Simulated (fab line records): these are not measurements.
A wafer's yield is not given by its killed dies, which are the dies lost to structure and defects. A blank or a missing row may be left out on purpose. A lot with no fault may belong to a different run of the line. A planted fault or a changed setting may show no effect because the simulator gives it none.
fab line records	flow n5Finfet
record: lots: 5	wafers: 15	lastDay: 20
route steps=1938 shown ZERO_LAYER@6 WELL_APT@20 PASSIVATION@1936
lots with no fault: from the same line, run without faults
startH: hours from the record's first day to the start of the lot's first wafer shown	waitH: hours from the lot's prior step to this one	" the same as in the row above	L1.1+2: a row that stands for several wafers	- no value, or no start was given	* or withheld: withheld	< > ~ a bound
route shown NAME@n: names a module that has steps shown in the file, with the first one's number in the route	usual: mean/standard deviation taken from wafers without a fault	same: alike in all rows	chamber/n: place in a boat	sites: the reading at each site	_std_site: standard deviation across them	_edge_site: the outer-site mean with the inner-site mean subtracted	radiusMm: how far each site lies from the wafer's centre	mask NAME#n: copy n	behind: tool/chamber where the wafer was last shaped	hold: the reason the lot was held/the length of the hold in hours/how it ended	device: names the non-switching transistor (n, p or np)	end of line: the tests these same wafers got at the end of their route	a step with no rows: only its recipe	killed: dies that structure and defects cost at the first sort, which is not the same as the wafer's yield	map: a wafer's dies, x killed, . not, _ none there
set.NAME: the run value of the setting; set.NAME@STEP: its run value at that earlier step	model.NAME: the simulator's own value behind a step, which no gauge read
lots at some steps of the route; a table a step, a row a wafer
services: from which hour (startH, from the record's first day; less than 0 if before it) a tool's chamber was out of use, for how many hours, and why
== steps ==
step: N5_ZERO_LAYER_COAT_05
recipe: spinRpm: 1500	resistThkNm: 1000
step: N5_ZERO_LAYER_EBR_07
recipe: solvent: PGMEA	ebrWidthMm: 1.5
step: N5_ZERO_LAYER_SOFTBAKE_06
recipe: tempC: 100	timeS: 90
step: N5_ZERO_LAYER_EXPOSE_08
recipe: maskId: ZERO	na: 0.55	sourceShape: conventional	sigmaOuter: 0.8	polarization: unpolarized	defocusNm: 0	targetCdNm: 2000	doseMj: 16.2
step: N5_ZERO_LAYER_PEB_09
recipe: pebTempC: withheld	pebTimeS: *
step: N5_ZERO_LAYER_DEVELOP_10
recipe: developTimeS: 60	rinseLiquid: diw	dry: airSpin	devTempC: 21
step: N5_ZERO_LAYER_HARDBAKE_23
recipe: tempC: 130	timeS: 120
step: N5_ZERO_LAYER_CD_MEAS_11
recipe: targetCdNm: 2000	landingEnergyEv: 500	detector: seInlens
usual: cdNm: 2000.9/3
lot.wafer	tool	chamber	startH	waitH	cdNm
L337.1	cdSem-01	0	18.77	-	2003.6
L337.2	"	0	"	"	2005.9
L337.4	"	0	"	"	2006.2
L344.1	cdSem-01	0	60.66	-	2003.2
L344.3	"	0	"	"	1997.7
L344.6	"	0	"	"	1998.0
L348.1	cdSem-01	0	84.64	-	2002.1
L348.3	"	0	"	"	2000.7
L348.5	"	0	"	"	2003.9
L352.2	cdSem-03	0	108.64	-	1996.7
L352.4	"	0	"	"	1997.3
L352.6	"	0	"	"	1996.9
L356.1	cdSem-01	0	132.77	-	1999.0
L356.2	"	0	"	"	2000.2
L356.3	"	0	"	"	1998.2
step: N5_ZERO_LAYER_DESCUM_16
recipe: chemistry: O2	timeS: 7.9	sourcePowerW: 50	biasPowerW: 20	pressureMtorr: 20	rfFrequencyHz: 2.712e+07	tempC: 40	o2FlowSccm: 225
step: N5_ZERO_LAYER_ETCH_17
recipe: chemistry: CF4	target: SiO2	targetDepthA: 120	timeS: 13.3	ionEnergyEv: 350	pressureMtorr: 40	sourceW: 450	biasW: 215	Ar_flow_sccm: 100	cf4FlowSccm: 100
usual: drypumpMotorCurrentA: 5.6/0.36	oesProductAu: 0.80/0.08	rfVppV: 950/4.6	showerheadPlenumPTorr: 2.16/0.076	throttleValvePct: 15.62/0.18
lot.wafer	tool	chamber	startH	waitH	drypumpMotorCurrentA	oesProductAu	rfHoursCounterH	rfVppV	showerheadPlenumPTorr	throttleValvePct
L337.1	rieDiel-02	0	18.84	0.0	5.5	0.86	57	946	2.08	15.37
L337.2	"	1	"	"	5.4	0.96	15	956	2.28	15.34
L337.4	"	2	"	"	5.5	0.81	132	950	2.16	15.66
L344.1	rieDiel-06	1	60.73	0.0	5.4	0.89	28	951	2.19	15.58
L344.3	"	0	"	"	5.5	0.67	240	946	2.11	15.64
L344.6	"	2	"	"	5.9	0.82	-	939	2.01	15.59
L348.1	rieDiel-03	0	84.71	0.0	6.0	0.93	6	952	2.20	15.47
L348.3	"	1	"	"	6.5	0.79	130	949	2.16	15.69
L348.5	"	3	"	"	4.9	0.78	-	954	2.23	15.91
L352.2	rieDiel-02	0	108.71	0.0	5.5	0.80	84	945	2.07	15.43
L352.4	"	0	"	"	5.5	0.81	-	945	2.07	15.42
L352.6	"	1	"	"	5.4	0.90	-	957	2.27	15.39
L356.1	rieDiel-03	3	132.84	0.0	4.9	0.77	164	955	2.22	15.92
L356.2	"	2	"	"	5.4	0.70	204	953	2.19	15.64
L356.3	"	1	"	"	6.5	0.78	139	948	2.16	15.70
step: N5_ZERO_LAYER_ETCH_18
recipe: chemistry: HBr/Cl2	target: Si	targetDepthA: 1200	timeS: 40	pressureMtorr: 10	icpW: 800	biasW: 75	HBr_flow_sccm: 150	Cl2_flow_sccm: 80
usual: drypumpMotorCurrentA: 5.5/0.44	oesProductAu: 0.998/0.018	throttleValvePct: 36.3/0.45
lot.wafer	tool	chamber	startH	waitH	drypumpMotorCurrentA	oesProductAu	rfHoursCounterH	throttleValvePct
L337.1	rieSi-02	1	18.92	0.0	5.7	0.981	61	35.7
L337.2	"	3	"	"	6.5	0.990	2	36.4
L337.4	"	2	"	"	5.8	1.028	125	36.6
L344.1	rieSi-01	0	60.80	0.0	5.9	0.998	187	36.6
L344.3	"	3	"	"	5.4	0.977	130	36.7
L344.6	"	3	"	"	5.4	0.977	-	36.7
L348.1	rieSi-01	2	84.79	0.0	4.9	0.975	120	36.1
L348.3	"	1	"	"	5.0	1.023	58	36.1
L348.5	"	2	"	"	4.9	0.975	-	36.1
L352.2	rieSi-01	0	108.79	0.0	5.9	1.006	188	36.6
L352.4	"	2	"	"	4.9	0.971	121	36.1
L352.6	"	2	"	"	5.0	0.971	-	36.1
L356.1	rieSi-06	0	132.92	0.0	5.5	0.989	50	35.8
L356.2	"	3	"	"	5.5	1.007	84	37.4
L356.3	"	2	"	"	5.1	1.023	3	36.3
step: N5_ZERO_LAYER_STRIP_24
recipe: chemistry: O2	powerW: 1000	tempC: 250	overashFraction: 0.3	pressureMtorr: 1000	o2FlowSccm: 6750
usual: drypumpMotorCurrentA: 6.12/0.15	heaterPowerW: 315/21	oesProductAu: 0.647/0.0048	stripTimeToEndpointS: 43.84/0.11
lot.wafer	tool	chamber	startH	waitH	drypumpMotorCurrentA	heaterPowerW	oesProductAu	rfHoursCounterH	stripTimeToEndpointS
L337.1	plasmaAsher-02	0	19.02	0.1	6.16	308	0.652	74	43.82
L337.2	"	1	"	"	5.76	349	0.641	74	43.67
L337.4	"	0	"	"	6.15	316	0.638	-	43.59
L344.1	plasmaAsher-01	0	60.91	0.1	6.11	294	0.646	32	43.69
L344.3	"	0	"	"	6.09	289	0.646	-	43.82
L344.6	"	0	"	"	6.11	288	0.644	-	43.73
L348.1	plasmaAsher-02	1	84.89	0.1	5.77	340	0.652	88	43.90
L348.3	"	0	"	"	6.16	309	0.646	-	43.89
L348.5	"	0	"	"	6.20	303	0.643	-	43.90
L352.2	plasmaAsher-01	0	108.89	0.1	6.08	297	0.643	43	43.78
L352.4	"	0	"	"	6.07	292	0.641	-	43.74
L352.6	"	0	"	"	6.07	300	0.642	-	43.70
L356.1	plasmaAsher-01	0	133.02	0.1	6.09	289	0.643	47	43.83
L356.2	"	1	"	"	6.27	325	0.640	47	43.92
L356.3	"	0	"	"	6.07	290	0.642	-	44.00
step: N5_ZERO_LAYER_STRIP_19
recipe: chemistry: SPM	timeS: 900	tempC: 130	h2so4H2o2VolRatio: 4	dry: ipaMarangoni
lot.wafer	tool	chamber	startH	waitH
L337.1+2+4	wetBench-06	7,1,2	19.12	0.1
L344.1+3+6	wetBench-03	6,2,7	61.00	0.1
L348.1+3+5	wetBench-03	7,1,4	84.98	0.1
L352.2+4+6	wetBench-01	3,4,2	108.98	0.1
L356.1+2+3	wetBench-01	4,1,5	133.11	0.1
step: N5_ZERO_LAYER_INSPECT_20
recipe: inspectInstrument: darkfield	mode: postClean
usual: rawDefectCount: 35/17
lot.wafer	tool	chamber	startH	waitH	rawDefectCount
L337.1	defectInspect-02	-	19.64	0.0	57
L337.2	"	-	"	"	52
L337.4	"	-	"	"	49
L344.1	defectInspect-02	-	61.27	0.0	34
L344.3	"	-	"	"	32
L344.6	"	-	"	"	45
L348.1	defectInspect-02	-	85.25	0.0	19
L348.3	"	-	"	"	25
L348.5	"	-	"	"	347
L352.2	defectInspect-02	-	109.28	0.0	14
L352.4	"	-	"	"	33
L352.6	"	-	"	"	14
L356.1	defectInspect-02	-	133.38	0.0	24
L356.2	"	-	"	"	45
L356.3	"	-	"	"	20
step: N5_WELL_APT_HMDS_01
recipe: timeS: 60	tempC: 120
step: N5_WELL_APT_COAT_02
recipe: spinRpm: 1357	resistThkNm: 950
step: N5_WELL_APT_EBR_04
recipe: solvent: PGMEA	ebrWidthMm: 1.5
step: N5_WELL_APT_SOFTBAKE_03
recipe: tempC: 130	timeS: 60
step: N5_WELL_APT_EXPOSE_05
recipe: maskId: NWELL	na: 0.8	sourceShape: conventional	sigmaOuter: 0.8	polarization: unpolarized	defocusNm: 0	targetCdNm: 200	doseMj: 20.3
step: N5_WELL_APT_PEB_06
recipe: pebTempC: 130	pebTimeS: 90
step: N5_WELL_APT_DEVELOP_07
recipe: developTimeS: 45	rinseLiquid: surfactantRinse	dry: airSpin	devTempC: 21
step: N5_WELL_APT_HARDBAKE_12
recipe: tempC: 130	timeS: 120
step: N5_WELL_APT_CD_MEAS_08
recipe: targetCdNm: 200	landingEnergyEv: 500	detector: seInlens
usual: cdNm: 199.3/1.7
lot.wafer	tool	chamber	startH	waitH	cdNm
L337.1	cdSem-03	0	20.07	-	198.8
L337.2	"	0	"	"	197.0
L337.4	"	0	"	"	199.4
L344.1	cdSem-01	0	61.70	-	196.7
L344.3	"	0	"	"	198.2
L344.6	"	0	"	"	197.6
L348.1	cdSem-02	0	85.56	-	200.7
L348.3	"	0	"	"	200.2
L348.5	"	0	"	"	201.9
L352.2	cdSem-03	0	109.70	-	200.3
L352.4	"	0	"	"	197.5
L352.6	"	0	"	"	199.7
L356.1	cdSem-02	0	133.68	-	199.3
L356.2	"	0	"	"	201.7
L356.3	"	0	"	"	203.3
step: N5_WELL_APT_OVL_MEAS_09
recipe: pointsPerWafer: 44
usual: NWELL_OVL: 4/4.8
lot.wafer	tool	chamber	startH	waitH	NWELL_OVL[nm]
L337.1	overlay-02	0	20.10	0.0	-1
L337.2	"	0	"	"	8
L337.4	"	0	"	"	6
L344.1	overlay-01	0	61.73	0.0	10
L344.3	"	0	"	"	0
L344.6	"	0	"	"	-1
L348.1	overlay-01	0	85.59	0.0	9
L348.3	"	0	"	"	6
L348.5	"	0	"	"	2
L352.2	overlay-01	0	109.73	0.0	5
L352.4	"	0	"	"	4
L352.6	"	0	"	"	7
L356.1	overlay-02	0	133.72	0.0	1
L356.2	"	0	"	"	-6
L356.3	"	0	"	"	3
step: N5_WELL_APT_INSPECT_10
recipe: mode: adi	inspectInstrument: macro
usual: rawDefectCount: 2.2/1.5
lot.wafer	tool	chamber	startH	waitH	rawDefectCount
L337.1	defectInspect-02	-	20.12	0.0	3
L337.2	"	-	"	"	2
L337.4	"	-	"	"	0
L344.1	defectInspect-02	-	61.75	0.0	2
L344.3	"	-	"	"	3
L344.6	"	-	"	"	2
L348.1	defectInspect-02	-	85.61	0.0	3
L348.3	"	-	"	"	3
L348.5	"	-	"	"	>300
L352.2	defectInspect-01	-	109.76	0.0	0
L352.4	"	-	"	"	4
L352.6	"	-	"	"	1
L356.1	defectInspect-01	-	133.74	0.0	4
L356.2	"	-	"	"	3
L356.3	"	-	"	"	1
step: N5_WELL_APT_DESCUM_13
recipe: chemistry: O2	timeS: 7.9	sourcePowerW: 50	biasPowerW: 20	pressureMtorr: 20	rfFrequencyHz: 2.712e+07	tempC: 40	o2FlowSccm: 225
usual: drypumpMotorCurrentA: 5.6/0.41	oesProductAu: 0.78/0.064	rfVppV: 243.0/1.5	showerheadPlenumPTorr: 2.09/0.073	throttleValvePct: 20.43/0.23
lot.wafer	tool	chamber	startH	waitH	drypumpMotorCurrentA	oesProductAu	rfHoursCounterH	rfVppV	showerheadPlenumPTorr	throttleValvePct
L337.1	rieDiel-05	1	20.16	0.0	6.2	0.83	82	241.8	2.12	20.76
L337.2	"	2	"	"	5.3	0.74	165	244.7	2.15	20.27
L337.4	"	3	"	"	5.4	0.72	180	241.3	2.01	20.39
L344.1	rieDiel-04	0	61.79	0.0	5.8	0.81	91	245.3	2.14	20.13
L344.3	"	1	"	"	6.1	0.75	138	241.8	2.01	20.58
L344.6	"	0	"	"	5.8	0.82	-	243.8	2.14	20.14
L348.1	rieDiel-04	1	85.70	0.1	6.1	0.74	148	241.3	2.01	20.58
L348.3	"	2	"	"	5.6	1.00	2	243.1	2.12	20.37
L348.5	"	1	"	"	6.1	0.74	-	241.8	2.01	20.59
L352.2	rieDiel-01	3	109.79	0.0	5.0	0.79	114	241.6	2.03	20.62
L352.4	"	0	"	"	6.2	0.70	212	243.2	2.18	20.71
L352.6	"	3	"	"	5.0	0.79	-	241.1	2.03	20.62
L356.1	rieDiel-05	0	133.77	0.0	5.1	0.76	170	241.8	1.97	20.05
L356.2	"	1	"	"	6.2	0.79	118	242.2	2.11	20.81
L356.3	"	3	"	"	5.4	0.69	214	242.1	2.00	20.44
step: N5_WELL_APT_IMPLANT_14
recipe: species: P	energyKev: 160	doseCm2: 1.5e+13	tiltDeg: 0	rotationDeg: 0
step: N5_WELL_APT_IMPLANT_15
recipe: species: As	energyKev: 25	doseCm2: 1.5e+13	tiltDeg: 0	rotationDeg: 0
step: N5_WELL_APT_STRIP_16
recipe: chemistry: SPM	timeS: 900	tempC: 130	h2so4H2o2VolRatio: 4	dry: ipaMarangoni
step: N5_WELL_APT_HMDS_18
recipe: timeS: 60	tempC: 120
step: N5_WELL_APT_COAT_19
recipe: spinRpm: 1357	resistThkNm: 950
step: N5_WELL_APT_EBR_21
recipe: solvent: PGMEA	ebrWidthMm: 1.5
step: N5_WELL_APT_SOFTBAKE_20
recipe: tempC: 130	timeS: 60
step: N5_WELL_APT_EXPOSE_22
recipe: maskId: PWELL	na: 0.8	sourceShape: conventional	sigmaOuter: 0.8	polarization: unpolarized	defocusNm: 0	targetCdNm: 200	doseMj: 23.2
step: N5_WELL_APT_PEB_23
recipe: pebTempC: 130	pebTimeS: 90
step: N5_WELL_APT_DEVELOP_24
recipe: developTimeS: 45	rinseLiquid: surfactantRinse	dry: airSpin	devTempC: 21
step: N5_WELL_APT_HARDBAKE_29
recipe: tempC: 130	timeS: 120
step: N5_WELL_APT_CD_MEAS_25
recipe: targetCdNm: 200	landingEnergyEv: 500	detector: seInlens
usual: cdNm: 200.3/2.7
lot.wafer	tool	chamber	startH	waitH	cdNm
L337.1	cdSem-01	0	21.19	-	199.7
L337.2	"	0	"	"	198.2
L337.4	"	0	"	"	199.3
L344.1	cdSem-01	0	62.95	-	196.5
L344.3	"	0	"	"	197.1
L344.6	"	0	"	"	201.2
L348.1	cdSem-02	0	86.85	-	198.2
L348.3	"	0	"	"	196.0
L348.5	"	0	"	"	199.3
L352.2	cdSem-01	0	110.97	-	199.3
L352.4	"	0	"	"	199.7
L352.6	"	0	"	"	201.2
L356.1	cdSem-02	0	134.83	-	199.4
L356.2	"	0	"	"	196.8
L356.3	"	0	"	"	204.5
step: N5_WELL_APT_OVL_MEAS_26
recipe: pointsPerWafer: 44
usual: PWELL_OVL: 2/5.8
lot.wafer	tool	chamber	startH	waitH	PWELL_OVL[nm]
L337.1	overlay-01	0	21.23	0.0	2
L337.2	"	0	"	"	14
L337.4	"	0	"	"	8
L344.1	overlay-01	0	62.98	0.0	2
L344.3	"	0	"	"	-3
L344.6	"	0	"	"	-11
L348.1	overlay-02	0	86.88	0.0	5
L348.3	"	0	"	"	-5
L348.5	"	0	"	"	-7
L352.2	overlay-01	0	111.00	0.0	6
L352.4	"	0	"	"	0
L352.6	"	0	"	"	2
L356.1	overlay-01	0	134.86	0.0	6
L356.2	"	0	"	"	4
L356.3	"	0	"	"	7
step: N5_WELL_APT_INSPECT_27
recipe: mode: adi	inspectInstrument: macro
usual: rawDefectCount: 1.9/1.4
lot.wafer	tool	chamber	startH	waitH	rawDefectCount
L337.1	defectInspect-01	-	21.26	0.0	3
L337.2	"	-	"	"	2
L337.4	"	-	"	"	1
L344.1	defectInspect-02	-	63.00	0.0	1
L344.3	"	-	"	"	1
L344.6	"	-	"	"	0
L348.1	defectInspect-02	-	86.91	0.0	3
L348.3	"	-	"	"	5
L348.5	"	-	"	"	>300
L352.2	defectInspect-01	-	111.03	0.0	4
L352.4	"	-	"	"	2
L352.6	"	-	"	"	1
L356.1	defectInspect-02	-	134.88	0.0	0
L356.2	"	-	"	"	3
L356.3	"	-	"	"	2
step: N5_WELL_APT_DESCUM_30
recipe: chemistry: O2	timeS: 7.9	sourcePowerW: 50	biasPowerW: 20	pressureMtorr: 20	rfFrequencyHz: 2.712e+07	tempC: 40	o2FlowSccm: 225
usual: drypumpMotorCurrentA: 5.6/0.41	oesProductAu: 0.77/0.06	rfVppV: 243.0/1.5	showerheadPlenumPTorr: 2.09/0.075	throttleValvePct: 20.44/0.24
lot.wafer	tool	chamber	startH	waitH	drypumpMotorCurrentA	oesProductAu	rfHoursCounterH	rfVppV	showerheadPlenumPTorr	throttleValvePct
L337.1	rieDiel-01	2	21.39	0.1	5.1	0.75	150	243.4	2.09	20.48
L337.2	"	3	"	"	5.0	0.83	80	242.8	2.05	20.58
L337.4	"	0	"	"	6.2	0.73	180	243.8	2.19	20.68
L344.1	rieDiel-05	0	63.03	0.0	5.1	0.77	150	241.5	1.97	20.02
L344.3	"	3	"	"	5.5	0.70	194	242.9	2.00	20.40
L344.6	"	2	"	"	5.3	0.73	-	245.1	2.15	20.30
L348.1	rieDiel-05	2	86.94	0.0	5.3	0.72	186	244.0	2.15	20.32
L348.3	"	3	"	"	5.4	0.70	200	241.0	2.00	20.41
L348.5	"	3	"	"	5.5	0.69	-	240.8	2.00	20.44
L352.2	rieDiel-05	1	111.06	0.0	6.2	0.80	110	244.1	2.11	20.80
L352.4	"	0	"	"	5.1	0.77	163	241.7	1.97	20.04
L352.6	"	3	"	"	5.5	0.69	-	241.8	2.00	20.43
L356.1	rieDiel-05	0	134.92	0.0	5.2	0.76	171	239.2	1.97	20.05
L356.2	"	2	"	"	5.2	0.71	202	243.9	2.14	20.34
L356.3	"	1	"	"	6.1	0.79	118	241.3	2.11	20.81
step: N5_WELL_APT_IMPLANT_31
recipe: species: B	energyKev: 60	doseCm2: 1.5e+13	tiltDeg: 0	rotationDeg: 0
step: N5_WELL_APT_INSPECT_38
recipe: inspectInstrument: darkfield	mode: postEpi
usual: rawDefectCount: 12/4.5
lot.wafer	tool	chamber	startH	waitH	rawDefectCount
L337.1	defectInspect-01	-	23.03	0.5	13
L337.2	"	-	"	"	9
L337.4	"	-	"	"	10
L344.1	defectInspect-01	-	65.00	0.5	10
L344.3	"	-	"	"	17
L344.6	"	-	"	"	20
L348.1	defectInspect-02	-	88.78	0.5	22
L348.3	"	-	"	"	10
L348.5	"	-	"	"	344
L352.2	defectInspect-02	-	112.72	0.4	8
L352.4	"	-	"	"	14
L352.6	"	-	"	"	1
L356.1	defectInspect-01	-	136.55	0.5	14
L356.2	"	-	"	"	17
L356.3	"	-	"	"	11
step: N5_PASSIVATION_PROBE_49
usual: killed_at_M0_to_M3: 36/10	killed_at_M4_up: 14/5.2	killedAtContacts: 12/6	killedAtFrontEnd: 37/10	killedAtOther: 4/3.3	killedDies: 104/18	killedOpen: 68/14	killedShort: 34/7.4
same: grossDies: 1180	killedAtBackSide: 0
lot.wafer	tool	chamber	startH	waitH	killed_at_M0_to_M3	killed_at_M4_up	killedAtContacts	killedAtFrontEnd	killedAtOther	killedDies	killedOpen	killedShort
L337.1	prober-01	-	318.91	0.0	25	24	15	33	3	100	79	21
L337.2	prober-01	-	318.96	0.1	29	11	10	33	6	89	58	27
L337.4	prober-01	-	319.06	0.2	23	13	13	45	5	99	63	34
L344.1	prober-02	-	348.15	0.0	59	13	14	32	6	124	88	34
L344.3	prober-02	-	348.25	0.1	36	21	19	43	8	127	88	37
L344.6	prober-02	-	348.40	0.3	71	21	10	39	10	151	110	39
L348.1	prober-02	-	419.59	0.0	40	9	15	41	1	106	65	39
L348.3	prober-02	-	419.69	0.1	26	9	28	31	8	102	66	34
L348.5	prober-02	-	419.79	0.2	44	17	21	79	6	167	66	53
L356.1	prober-02	-	460.04	0.0	54	10	8	20	0	92	60	32
L356.2	prober-02	-	460.09	0.1	34	12	10	43	1	100	60	40
L356.3	prober-02	-	460.14	0.1	51	13	13	29	1	107	68	39
L352.6	prober-01	-	470.59	0.3	35	22	16	38	4	115	81	34
killed by level:class
L337.1 MOL_CONTACT_COAG:geometricParticle:open=13 STI_FIN_REVEAL:geometricParticle:open=11 BEOL_M4:geometricParticle:open=8 BEOL_M1:geometricParticle:open=7 BEOL_M7:geometricParticle:open=6 BEOL_M0_SAQP:geometricParticle:short=5 FIN_SAQP:geometricParticle:short=4 BEOL_M2:geometricParticle:open=4
L337.2 FIN_SAQP:geometricParticle:open=10 BEOL_M3:geometricParticle:open=9 BEOL_M4:geometricParticle:open=8 MOL_CONTACT_COAG:geometricParticle:open=7 BEOL_M3:geometricParticle:short=7 BEOL_M1:geometricParticle:open=6 STI_FIN_REVEAL:geometricParticle:open=4 GATE_CUT:geometricParticle:short=4
L337.4 FIN_SAQP:geometricParticle:open=12 MOL_CONTACT_COAG:geometricParticle:open=9 DUMMY_GATE:geometricParticle:open=7 BEOL_M1:geometricParticle:open=7 BEOL_M3:geometricParticle:open=5 BEOL_M2:geometricParticle:open=5 FIN_SAQP:geometricParticle:short=4 GATE_CUT:geometricParticle:short=4
L344.1 BEOL_M2:geometricParticle:open=17 MOL_CONTACT_COAG:geometricParticle:open=10 BEOL_M1:geometricParticle:open=9 STI_FIN_REVEAL:geometricParticle:open=9 BEOL_M0_SAQP:geometricParticle:open=8 FIN_SAQP:geometricParticle:short=7 BEOL_M0:geometricParticle:open=7 BEOL_M0_SAQP:geometricParticle:short=6
L344.3 MOL_CONTACT_COAG:geometricParticle:open=17 BEOL_M4:geometricParticle:open=14 BEOL_M3:geometricParticle:open=11 ILD0:geometricParticle:short=9 DUMMY_GATE:geometricParticle:open=8 BEOL_M2:geometricParticle:open=7 MIM_TOP_ETCH:geometricParticle:short=6 GATE_CUT:geometricParticle:short=5
L344.6 BEOL_M0_SAQP:geometricParticle:open=16 BEOL_M3:geometricParticle:open=15 BEOL_M0_SAQP:geometricParticle:short=14 STI_FIN_REVEAL:geometricParticle:open=10 BEOL_M4:geometricParticle:open=9 FIN_SAQP:geometricParticle:open=8 BEOL_M2:geometricParticle:open=8 MOL_CONTACT_COAG:geometricParticle:open=8
L348.1 BEOL_M0_SAQP:geometricParticle:short=13 FIN_SAQP:geometricParticle:open=10 MOL_CONTACT_COAG:geometricParticle:open=10 BEOL_M0_SAQP:geometricParticle:open=8 FIN_SAQP:geometricParticle:short=5 MOL_CONTACT_COAG:geometricParticle:short=5 BEOL_M2:geometricParticle:open=5 BEOL_M3:geometricParticle:open=5
L348.3 MOL_CONTACT_COAG:geometricParticle:open=23 BEOL_M3:geometricParticle:short=7 STI_FIN_REVEAL:geometricParticle:open=6 BEOL_M2:geometricParticle:open=6 DUMMY_GATE:geometricParticle:open=5 MOL_CONTACT_COAG:geometricParticle:short=5 BEOL_M4:geometricParticle:open=4 GATE_CUT:geometricParticle:short=4
L348.5 ZERO_LAYER:unspecified=48 BEOL_M0_SAQP:geometricParticle:open=16 MOL_CONTACT_COAG:geometricParticle:open=13 BEOL_M0_SAQP:geometricParticle:short=12 MOL_CONTACT_COAG:geometricParticle:short=8 BEOL_M3:geometricParticle:open=6 GATE_CUT:geometricParticle:short=5 BEOL_M5:geometricParticle:short=5
L356.1 BEOL_M1:geometricParticle:open=12 BEOL_M3:geometricParticle:open=9 BEOL_M0_SAQP:geometricParticle:short=8 BEOL_M0_SAQP:geometricParticle:open=8 MOL_CONTACT_COAG:geometricParticle:open=7 BEOL_M3:geometricParticle:short=6 FIN_SAQP:geometricParticle:open=5 BEOL_M4:geometricParticle:short=5
L356.2 BEOL_M2:geometricParticle:open=10 GATE_CUT:geometricParticle:short=9 GATE_CUT:geometricParticle:open=9 MOL_CONTACT_COAG:geometricParticle:open=9 FIN_SAQP:geometricParticle:short=8 FIN_SAQP:geometricParticle:open=5 STARTING-WAFER:geometricParticle:short=5 BEOL_M0_SAQP:geometricParticle:short=5
L356.3 MOL_CONTACT_COAG:geometricParticle:open=12 BEOL_M2:geometricParticle:open=11 BEOL_M0_SAQP:geometricParticle:short=9 BEOL_M1:geometricParticle:open=9 BEOL_M0_SAQP:geometricParticle:open=8 GATE_CUT:geometricParticle:short=7 FIN_SAQP:geometricParticle:short=6 BEOL_M3:geometricParticle:open=6
L352.6 MOL_CONTACT_COAG:geometricParticle:open=15 FIN_SAQP:geometricParticle:open=10 BEOL_M0_SAQP:geometricParticle:open=9 BEOL_M5:geometricParticle:open=8 BEOL_M0_SAQP:geometricParticle:short=6 BEOL_M1:geometricParticle:open=6 STI_FIN_REVEAL:geometricParticle:open=5 BEOL_M4:geometricParticle:open=5
map L348.5 (x killed, . not)
_________________........x...________________
______________.......x.....x...._____________
___________....x..........x..x.....__________
__________........x........xxx..x..x_________
________.............x.........x......_______
_______........x.........x...x........x______
______.x.x.............x.....x.........._____
_____...x....x...x........xx........x....____
____..xx..........x.................x.....___
___.......x..............x.....x...........__
___...x.......xx..x...................x....__
__.......x..............x.x................._
__...........x....x...x..............x.x...._
_....................x.......................
_.......x..x......x........xx..x.............
_.xx..................x..............x.......
_........x..x....................x......x.x..
_..........x...x....................x........
_..............................x.............
_.......x..x....x...xx.....................x.
_...............................x............
__..............x......................x...._
__.......x...........x......................_
___.......x....x.........x......x..........__
___.......x.x.....xx........x...x..........__
____.......x....x..x.......x..........x...___
_____........x....x..........x....x...x.x____
______..x.............x.x.....x.x.x....._____
_______......x..x.xx.......x.........x.______
________......x..x.xxx..x.x.....x.x..._______
__________.xxxxxxxx.xxx............._________
___________xxxxxxxxxxxxx.x.........__________
______________xxxxxxxxxx..x...x._____________
_________________xxxxxxxx...x________________
map L344.6 (x killed, . not)
_________________......x...x.________________
______________..............xx.._____________
___________..xx........x.x...x.....__________
__________x.............x......x..x._________
________......x..x.xx.............x..._______
_______...x...x........................______
______..........x.....x..........xxx...x_____
_____.........................x.......x..____
____.x...x....x..x................x.......___
___x.....xx...x........x...............xx..__
___...x.....................x..............__
__x...x.x........................x..x..x..x._
__..x.........xx.............xx....x........_
_..........x.x..........x..........x...x.....
_..........x.........x...x...................
_.......x.....x..............................
_..x.x..x..................xx...x...x.....x..
_.................x.x....x.............x.....
_....x.x...........x.......x....xx.x....x....
_xx..............x..x......x..x.....x........
_..x............x......x.............x.......
__.............x...x..x...........x.x.x....._
__...x.x.........xx.........x.............x._
___......x...........x..........x.....xx...__
___x....x................x.........x.......__
____.xx...x......x.....x...x..x.....x.x...___
_____............x....x.x................____
______......xx..................xx..xx.._____
_______...............x.......x.....x..______
________........x........x........x.x._______
__________x....x...................._________
___________...............x.x..x..x__________
______________.x............x..._____________
_________________......x.....________________
== services ==
tool	chamber	startH	hours	kind
rieDiel-02	2	-2.77	2.0	repair
wetBench-01	-	-2.60	3.5	repair
plasmaAsher-02	-	2.50	0.4	repair
rieDiel-02	1	6.16	3.1	repair
rieSi-01	-	6.72	2.8	pm
rieDiel-03	3	22.47	5.6	repair
rieSi-02	-	23.93	2.8	pm
rieDiel-03	-	24.05	0.2	repair
plasmaAsher-02	-	32.71	0.6	repair
rieDiel-03	0	40.63	-	clean
rieDiel-03	0	40.63	-	consumableReplace:focusRing
rieDiel-03	0	40.63	23.0	scheduledDown
rieDiel-03	0	40.63	23.0	ventCycle
rieDiel-06	-	46.09	0.8	repair
rieDiel-04	2	60.97	-	clean
rieDiel-04	2	60.97	-	consumableReplace:focusRing
rieSi-06	-	74.70	2.8	pm
rieSi-01	-	98.96	0.4	repair
plasmaAsher-02	-	102.12	0.7	repair
rieDiel-02	2	105.66	4.1	repair
rieDiel-02	0	109.46	16.2	repair
rieDiel-02	3	114.40	6.5	repair
rieDiel-03	1	114.46	10.7	repair
rieSi-06	1	124.86	13.7	repair
== key ==
firstSign: step: N5_ZERO_LAYER_INSPECT_20	reading: rawDefectCount	direction: up	sigmas: 19	usual: 35	struck: 347
effect: step: N5_WELL_APT_INSPECT_10	reading: rawDefectCount	direction: up	sigmas: 99+	usual: 2.2	struck: >300
effect: step: N5_WELL_APT_INSPECT_27	reading: rawDefectCount	direction: up	sigmas: 99+	usual: 1.9	struck: >300
effect: step: N5_WELL_APT_INSPECT_38	reading: rawDefectCount	direction: up	sigmas: 74	usual: 12	struck: 344
effect: step: N5_PASSIVATION_PROBE_49	reading: killedAtFrontEnd	direction: up	sigmas: 4	usual: 37	struck: 79
moreKillsBornAt: N5_ZERO_LAYER_STRIP_19@wetBench-03: 48
metAt N5_ZERO_LAYER_STRIP_19
struckWafers L348.5
testerLeftOut L348
fault: kind: chamberParticleSource	tool: wetBench-03	chamber: 4	onsetH: 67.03	steps: N5_ZERO_LAYER_STRIP_19	ratePerVisitCm2: 0.478	endH: 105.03
testerLeftOut: of these lots the tester's yield and bins aren't shown, on N5 and GAA mostly nor the transistor test; their killed dies are dies lost to structure and defects alone, not to doping, threshold or leakage, so they don't give the yield
